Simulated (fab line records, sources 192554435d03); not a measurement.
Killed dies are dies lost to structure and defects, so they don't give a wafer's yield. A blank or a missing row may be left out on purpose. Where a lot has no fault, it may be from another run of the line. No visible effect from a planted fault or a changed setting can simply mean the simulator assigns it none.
Matching of chambers | flow n5 finfet | N5_BEOL_M6_STRIP_67 on rie diel-01: 4 sister chambers
The step strips in CF4. 14 wafers are shown with their chamber, then 7 later ones without.

== EACH WAFER AND ITS CHAMBER ==
wafer  | chamber | oes product au (a.u.) | showerhead plenum p Torr (Torr) | throttle valve pct (%)
L074.4 | 0       | 0.73                  | 1.85                            | 13.53
L074.5 | 1       | 0.77                  | 1.87                            | 13.46
L074.6 | 0       | 0.73                  | 1.85                            | 13.53
L076.3 | 2       | 0.95                  | 1.82                            | 13.49
L076.4 | 3       | 0.72                  | 1.86                            | 13.78
L076.6 | 3       | 0.72                  | 1.86                            | 13.79
L079.1 | 1       | 0.77                  | 1.86                            | 13.47
L079.4 | 3       | 0.72                  | 1.86                            | 13.82
L079.5 | 3       | 0.72                  | 1.86                            | 13.81
L082.1 | 0       | 0.72                  | 1.85                            | 13.57
L082.4 | 2       | 0.91                  | 1.82                            | 13.53
L082.5 | 2       | 0.91                  | 1.82                            | 13.51
L091.3 | 1       | 0.74                  | 1.85                            | 13.56
L091.4 | 2       | 0.88                  | 1.81                            | 13.55

SIGNATURES (averages over the wafers above)
reading                  | chamber 0 | chamber 1 | chamber 2 | chamber 3 | scatter within a chamber
oes product au           | 0.7267    | 0.7600    | 0.9125    | 0.7200    | 0.0177
showerhead plenum p Torr | 1.8500    | 1.8600    | 1.8175    | 1.8600    | 0.00524
throttle valve pct       | 13.5433   | 13.4967   | 13.5200   | 13.8000   | 0.0318
Rule: for each reading, subtract the chamber's mean from the wafer's reading, divide by that reading's scatter and square the result; add these up over the readings and take the root, which gives the wafer's distance from the chamber. The wafer belongs to the nearest chamber; if the next one is less than 2 further off, it can't be placed. The scatter: the root of (the sum of the squares of (reading less its chamber's mean) over the shown wafers, divided by (wafers less chambers)).

== WAFERS WITH NO CHAMBER GIVEN ==
wafer  | oes product au (a.u.) | showerhead plenum p Torr (Torr) | throttle valve pct (%)
L091.5 | 0.89                  | 1.82                            | 13.54
L095.2 | 0.73                  | 1.85                            | 13.57
L095.3 | 0.86                  | 1.81                            | 13.58
L095.6 | 0.86                  | 1.81                            | 13.59
L096.3 | 0.70                  | 1.84                            | 13.64
L096.4 | 0.85                  | 1.81                            | 13.61
L096.5 | 0.73                  | 1.85                            | 13.60

== CHAMBER TAKEN BY EACH ==
wafer  | from the rows above | in truth
L091.5 | 2                   | 2
L095.2 | 0                   | 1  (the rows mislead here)
L095.3 | 2                   | 2
L095.6 | 2                   | 2
L096.3 | 0                   | 0
L096.4 | 2                   | 2
L096.5 | 0                   | 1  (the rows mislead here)
Correct placement for 5 of the 7. Not placeable from these rows: 0. Wrongly placed: 2.
